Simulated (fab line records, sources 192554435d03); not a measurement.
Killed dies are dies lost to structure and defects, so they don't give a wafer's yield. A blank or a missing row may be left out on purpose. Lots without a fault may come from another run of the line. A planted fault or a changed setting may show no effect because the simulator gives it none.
One fault seen from 2 desks | flow n5_finfet | each desk has only its own numbers; what lay behind them comes last

THE METROLOGY DESK
What the gauges read, lot by lot, whatever tool the lot ran on: means of the sampled wafers that have a number. A lot is out of limits, marked OUT, if its mean lies more than 4 standard deviations from the usual mean; the brackets give that distance. Of its 10 readings 7 are shown: those that lie furthest out on some lot.
Columns: A = DIBL_N at N5_BEOL_M4_RC_MEAS_101, usual 37.1 mV/V; B = DIBL_P at N5_BEOL_M4_RC_MEAS_101, usual 37 mV/V; C = IOFF_N at N5_BEOL_M4_RC_MEAS_101, usual 0.18 nA/um; D = IOFF_P at N5_BEOL_M4_RC_MEAS_101, usual 0.21 nA/um; E = ION_N at N5_BEOL_M4_RC_MEAS_101, usual 674 uA/um; F = ION_P at N5_BEOL_M4_RC_MEAS_101, usual 459 uA/um; G = VT_P at N5_BEOL_M4_RC_MEAS_101, usual -251 mV
lot  | first seen here | A    | B  | C    | D    | E   | F   | G
L551 | day 8 11:45     | 39.0 | 41 | 0.21 | 0.26 | 675 | 464 | -250
L552 | day 8 14:59     | 36.9 | 37 | 0.16 | 0.23 | 668 | 459 | -250
L556 | day 9 13:41     | 37.3 | 36 | 0.18 | 0.17 | 656 | 444 | -254
L558 | day 9 21:47     | 35.3 | 34 | 0.13 | 0.19 | 669 | 464 | -251
L562 | day 10 18:41    | 36.4 | 37 | 0.20 | 0.22 | 688 | 464 | -250
L564 | day 11 17:23    | 36.0 | 37 | 0.17 | 0.22 | 679 | 468 | -249
L565 | day 12 01:22    | 38.0 | 39 | 0.19 | 0.24 | 695 | 472 | -250
L567 | day 12 10:06    | 37.5 | 37 | 0.16 | 0.21 | 671 | 460 | -251
L566 | day 12 13:16    | 39.7 | 39 | 0.25 | 0.28 | 681 | 461 | -247
This desk's finding: nothing out of limits on any of the 9 lots.

THE TOOL OWNER'S DESK: lpcvd-01
The tool's own readings at N5_DUMMY_GATE_CVD_03 (deposits a-Si from SiH4, target thk 150 nm, time 8042 s): means of the sampled wafers that have a number, for each lot that ran on this tool. A lot is out of limits, marked OUT, if its mean lies more than 4 standard deviations from the usual mean; the brackets give that distance.
Columns: A = spike_tc_bottom_C at N5_DUMMY_GATE_CVD_03, usual 550.4 C; B = spike_tc_centre_C at N5_DUMMY_GATE_CVD_03, usual 530.2 C; C = spike_tc_lower_C at N5_DUMMY_GATE_CVD_03, usual 530.3 C; D = spike_tc_top_C at N5_DUMMY_GATE_CVD_03, usual 553.5 C; E = spike_tc_upper_C at N5_DUMMY_GATE_CVD_03, usual 529.1 C; F = susceptor_temp_C at N5_DUMMY_GATE_CVD_03, usual 530.01 C; G = zone_power_upper_pct at N5_DUMMY_GATE_CVD_03, usual 6.5 %
lot  | first seen here | A                | B               | C               | D               | E               | F                | G
L551 | day 2 15:20     | 552.6            | 530.7           | 530.6           | 554.1           | 528.0           | 530.23           | 6.1
L552 | day 2 21:05     | 550.0            | 529.7           | 530.0           | 553.9           | 529.5           | 529.89           | 6.2
L556 | day 3 23:19     | 553.3            | 530.4           | 530.0           | 553.8           | 528.2           | 530.14           | 6.2
L558 | day 4 09:07     | 553.0            | 530.9           | 530.4           | 552.9           | 528.2           | 529.94           | 6.2
L564 | day 5 19:53     | 563.7 (+5.5) OUT | 543.0 (+21) OUT | 543.0 (+15) OUT | 565.4 (+29) OUT | 542.0 (+20) OUT | 542.64 (+49) OUT | 6.4
L565 | day 6 01:23     | 562.1 (+4.9) OUT | 542.0 (+20) OUT | 543.2 (+15) OUT | 565.5 (+29) OUT | 541.6 (+20) OUT | 542.41 (+48) OUT | 6.4
L566 | day 6 06:10     | 562.8 (+5.2) OUT | 543.1 (+21) OUT | 544.3 (+17) OUT | 565.1 (+28) OUT | 541.7 (+20) OUT | 542.88 (+50) OUT | 6.4
L567 | day 6 12:57     | 565.6 (+6.3) OUT | 543.6 (+22) OUT | 542.5 (+15) OUT | 565.4 (+29) OUT | 541.6 (+20) OUT | 542.11 (+47) OUT | 6.4
This desk's finding: out of limits on L564, L565, L566, L567; first on L564, day 5 19:53 (spike_tc_bottom_C at N5_DUMMY_GATE_CVD_03). In limits: L551, L552, L556, L558.

PUT TOGETHER
The tool owner's desk could have raised an alarm at day 5 19:53, on L564, L565, L566, L567.
The metrology desk saw nothing out of limits.
The metrology desk has L564, L565, L566, L567 on record, within its limits.
Of the lots named, all ran N5_DUMMY_GATE_CVD_03 on lpcvd-01.

WHAT THE SIMULATOR HAD PUT IN
Process parameter drift: lpcvd-01, from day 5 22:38 on, at N5_DUMMY_GATE_CVD_03. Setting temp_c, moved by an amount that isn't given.
Lots struck among those shown: L564, L565, L566, L567.
